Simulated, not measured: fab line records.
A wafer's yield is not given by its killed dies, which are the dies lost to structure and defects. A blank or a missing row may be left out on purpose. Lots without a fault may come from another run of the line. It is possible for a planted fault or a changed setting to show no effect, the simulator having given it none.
Lot-split experiment | flow n5_finfet | 39 wafers read from 7 lots, route of 1938 steps

== ON THE SPLIT ==
At N5_PMOS_HMC_CHANNEL_EPI_ETCH_38 (etches SiO2 in CF4, target depth 1.5 nm), the setting target_depth_a was moved away from the recipe's 15 angstrom on 12 of the 39 wafers read, by -30.1% to +15.6%. For the rest of the wafers, this setting stayed at what the recipe calls for.

The reading is taken at the split's own step.

== THE READING ==
etch.depth_nm (the simulator's own value, which no gauge read), in nm, at N5_PMOS_HMC_CHANNEL_EPI_ETCH_38 (etches SiO2 in CF4, target depth 1.5 nm). The file gives no usual value for it. The 27 wafers here that ran the recipe average 1.541 nm, standard deviation 0.043 nm.

wafer  | tool, chamber at the split | target_depth_a as run, angstrom | against the recipe | etch.depth_nm, nm | against lot-mates on the recipe
L075.1 | rie_si-02, 3               | 10.48                           | -30.1%             | 1.099             | -0.458
L075.2 | rie_si-02, 2               | 10.48                           | -30.1%             | 1.094             | -0.463
L075.3 | rie_si-02, 0               | 15                              | recipe             | 1.546             | -
L075.4 | rie_si-02, 1               | 10.48                           | -30.1%             | 1.084             | -0.473
L075.5 | rie_si-02, 3               | 15                              | recipe             | 1.571             | -
L075.6 | rie_si-02, 0               | 15                              | recipe             | 1.555             | -
L078.1 | rie_si-02, 3               | 15                              | recipe             | 1.597             | -
L078.2 | rie_si-02, 2               | 15                              | recipe             | 1.571             | -
L078.3 | rie_si-02, 1               | 17.34                           | +15.6%             | 1.81              | +0.229
L078.4 | rie_si-02, 0               | 17.34                           | +15.6%             | 1.812             | +0.231
L078.5 | rie_si-02, 3               | 15                              | recipe             | 1.574             | -
L078.6 | rie_si-02, 2               | 17.34                           | +15.6%             | 1.815             | +0.234
L084.3 | rie_si-02, 2               | 15                              | recipe             | 1.557             | -
L084.4 | rie_si-02, 3               | 15                              | recipe             | 1.575             | -
L084.5 | rie_si-02, 2               | 15                              | recipe             | 1.555             | -
L085.1 | rie_si-06, 0               | 15                              | recipe             | 1.544             | -
L085.2 | rie_si-06, 3               | 15                              | recipe             | 1.533             | -
L085.3 | rie_si-06, 2               | 15                              | recipe             | 1.517             | -
L085.4 | rie_si-06, 1               | 15                              | recipe             | 1.513             | -
L085.5 | rie_si-06, 3               | 15                              | recipe             | 1.548             | -
L085.6 | rie_si-06, 2               | 15                              | recipe             | 1.515             | -
L086.1 | rie_si-01, 0               | 15                              | recipe             | 1.443             | -
L086.2 | rie_si-01, 2               | 10.86                           | -27.6%             | 1.069             | -0.372
L086.3 | rie_si-01, 3               | 10.86                           | -27.6%             | 1.042             | -0.399
L086.4 | rie_si-01, 1               | 10.86                           | -27.6%             | 1.124             | -0.317
L086.5 | rie_si-01, 3               | 15                              | recipe             | 1.444             | -
L086.6 | rie_si-01, 0               | 15                              | recipe             | 1.436             | -
L087.1 | rie_si-02, 0               | 15                              | recipe             | 1.55              | -
L087.2 | rie_si-02, 1               | 15                              | recipe             | 1.563             | -
L087.3 | rie_si-02, 3               | 15                              | recipe             | 1.591             | -
L087.4 | rie_si-02, 2               | 15                              | recipe             | 1.579             | -
L087.5 | rie_si-02, 3               | 15                              | recipe             | 1.59              | -
L087.6 | rie_si-02, 2               | 15                              | recipe             | 1.571             | -
L090.1 | rie_si-06, 1               | 12.16                           | -18.9%             | 1.23              | -0.295
L090.2 | rie_si-06, 3               | 15                              | recipe             | 1.534             | -
L090.3 | rie_si-06, 0               | 12.16                           | -18.9%             | 1.248             | -0.277
L090.4 | rie_si-06, 2               | 15                              | recipe             | 1.503             | -
L090.5 | rie_si-06, 2               | 12.16                           | -18.9%             | 1.234             | -0.291
L090.6 | rie_si-06, 3               | 15                              | recipe             | 1.539             | -

THE FIT
A straight line over all 39 wafers: etch.depth_nm changes by +0.016 nm for each +1% of target_depth_a; r = +0.98; the points scatter about the line by 0.04 nm.
The same after taking each lot's own level away (the mean of its wafers on the recipe; 39 wafers): +0.0146 nm for each +1%; r = +0.99; scatter 0.02 nm.
That fit puts the effect of the largest move of target_depth_a on the reading at 0.44 nm.
Measured against the standard deviation above, the lots' own levels, which go from 1.4410 to 1.5807 nm, span 3.3 times it.
In other words, the slope is changed by the lot-to-lot level; the two fits disagree.
Check: for one of the wafers moved furthest among these (-30.1%), held out of the fit, the line's prediction against its lot-mates is -0.436 nm. It came out at -0.458 nm against them.

== FILE'S OWN FIT ==
etch.depth_nm changes by +0.0146 nm for each +1% of target_depth_a, r = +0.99.
